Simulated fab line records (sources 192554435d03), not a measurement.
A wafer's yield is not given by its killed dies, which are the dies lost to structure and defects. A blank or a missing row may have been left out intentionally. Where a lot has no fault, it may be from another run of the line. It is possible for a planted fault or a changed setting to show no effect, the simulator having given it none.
Lot-split experiment    flow n5 finfet    39 wafers read across 7 lots, on a route 1938 steps long

## ON THE SPLIT
At N5_BEOL_M12_ILD_DEP_00 (deposits SiOC from DEMS/O2, target thk 658.92 nm, time 130.7 s), the setting time s was moved away from the recipe's 130.7 s on 12 of the 39 wafers read, by +24.6% to +47.8%. All remaining wafers had this setting at the recipe value.

## FROM THE SPLIT TO THE READING: what the file shows between them, 6 steps
- N5_BEOL_M12_THK_MEAS_01
- N5_BEOL_M12_COAT_58: time 60 s, resist thk 89 nm
- N5_BEOL_M12_COAT_04: resist thk 400 nm
- N5_BEOL_M12_DESCUM_15: chemistry O2, time 7.9 s
- N5_BEOL_M12_ETCH_59: etches BARC in N2/H2, target depth 89 nm, overetch 26.7 nm, time 67.9 s
- N5_BEOL_M12_VIA_ETCH_16: etches SiOC in C4F8/O2/Ar, target depth 724.8 nm

## THE READING
oes product au, in a.u., at N5_BEOL_M12_STRIP_63 (strips in N2/H2). On this fab line, fault-free wafers typically give 0.692 a.u. with a standard deviation of 0.0046 a.u.

wafer   tool, chamber at the split  time s as run, s  against the recipe  oes product au, a.u.  against lot-mates on the recipe
L074.1  pecvd-01, 1                 193.2             +47.8%              0.641                 -0.056
L074.2  pecvd-01, 2                 193.2             +47.8%              0.642                 -0.055
L074.3  pecvd-01, 0                 130.7             recipe              0.697                 -
L074.4  pecvd-01, 1                 130.7             recipe              0.693                 -
L074.5  pecvd-01, 2                 130.7             recipe              0.701                 -
L074.6  pecvd-01, 0                 193.2             +47.8%              0.636                 -0.061
L075.1  pecvd-02, 1                 130.7             recipe              0.696                 -
L075.2  pecvd-02, 0                 162.8             +24.6%              0.678                 -0.015
L075.3  pecvd-02, 2                 162.8             +24.6%              0.673                 -0.020
L075.4  pecvd-02, 1                 130.7             recipe              0.688                 -
L075.5  pecvd-02, 2                 162.8             +24.6%              0.672                 -0.021
L075.6  pecvd-02, 0                 130.7             recipe              0.694                 -
L080.1  pecvd-01, 0                 169               +29.3%              0.673                 -0.017
L080.2  pecvd-01, 2                 169               +29.3%              0.672                 -0.018
L080.3  pecvd-01, 1                 169               +29.3%              0.668                 -0.022
L080.4  pecvd-01, 0                 130.7             recipe              0.688                 -
L080.5  pecvd-01, 1                 130.7             recipe              0.690                 -
L080.6  pecvd-01, 2                 130.7             recipe              0.692                 -
L086.1  pecvd-03, 1                 130.7             recipe              0.691                 -
L086.2  pecvd-03, 0                 130.7             recipe              0.697                 -
L086.3  pecvd-03, 2                 130.7             recipe              0.689                 -
L086.4  pecvd-03, 1                 130.7             recipe              0.689                 -
L086.5  pecvd-03, 0                 130.7             recipe              0.690                 -
L086.6  pecvd-03, 2                 130.7             recipe              0.693                 -
L091.1  pecvd-01, 0                 130.7             recipe              0.699                 -
L091.2  pecvd-01, 2                 130.7             recipe              0.693                 -
L091.3  pecvd-01, 1                 183.7             +40.6%              0.656                 -0.038
L091.4  pecvd-01, 0                 183.7             +40.6%              0.658                 -0.036
L091.5  pecvd-01, 2                 183.7             +40.6%              0.657                 -0.037
L091.6  pecvd-01, 1                 130.7             recipe              0.690                 -
L095.1  pecvd-02, 2                 130.7             recipe              0.693                 -
L095.5  pecvd-02, 0                 130.7             recipe              0.699                 -
L095.6  pecvd-02, 1                 130.7             recipe              0.686                 -
L097.1  pecvd-03, 1                 130.7             recipe              0.680                 -
L097.2  pecvd-03, 2                 130.7             recipe              0.693                 -
L097.3  pecvd-03, 0                 130.7             recipe              0.691                 -
L097.4  pecvd-03, 0                 130.7             recipe              0.688                 -
L097.5  pecvd-03, 2                 130.7             recipe              0.693                 -
L097.6  pecvd-03, 1                 130.7             recipe              0.682                 -

THE FIT
A straight line over all 39 wafers: oes product au changes by -0.000928 a.u. for each +1% of time s; r = -0.95; the points scatter about the line by 0.0054 a.u.
The same after taking each lot's own level away (the mean of its wafers on the recipe; 39 wafers): -0.000993 a.u. for each +1%; r = -0.95; scatter 0.0057 a.u.
That fit puts the effect of the largest move of time s on the reading at 0.047 a.u.
From 0.6878 to 0.6970 a.u.: that is the span of the lots' own levels, equal to 2.0 times the standard deviation above.
So the lot-to-lot level changes the slope little: the two slopes agree.
Check: -0.0452 a.u. against its lot-mates is what the line predicts for one of the wafers moved furthest among these (+47.8%) when that wafer is left out of the fit. Against them it came out at -0.056 a.u.

## THE WHOLE CHAIN: every reading that the file lists as answering this split, in the file's order
step                     what it does                                                    reading                                                                              change (the file's fit)                     r (the file's)
N5_BEOL_M12_ILD_DEP_00   deposits SiOC from DEMS/O2, target thk 658.92 nm, time 130.7 s  SiOC_of_BEOL_M12_ILD_DEP_00.thk nm (the simulator's own value, which no gauge read)  +6.45 nm for each +1% of the setting        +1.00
N5_BEOL_M12_THK_MEAS_01                                                                  M12_ILD_THK                                                                          +6.44 for each +1% of the setting           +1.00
N5_BEOL_M12_VIA_ETCH_16  etches SiOC in C4F8/O2/Ar, target depth 724.8 nm                etch.depth nm (the simulator's own value, which no gauge read)                       +6.45 nm for each +1% of the setting        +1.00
N5_BEOL_M12_VIA_ETCH_16  etches SiOC in C4F8/O2/Ar, target depth 724.8 nm                coat_of_BEOL_M12_COAT_04.thk nm (the simulator's own value, which no gauge read)     -1.88 nm for each +1% of the setting        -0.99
N5_BEOL_M12_STRIP_63     strips in N2/H2                                                 oes product au                                                                       -0.000971 a.u. for each +1% of the setting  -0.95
N5_BEOL_M12_STRIP_63     strips in N2/H2                                                 strip time to endpoint s                                                             withheld for each +1% of the setting        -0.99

## THE FILE'S OWN FIT
oes product au changes by -0.000971 a.u. for each +1% of time s, r = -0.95.
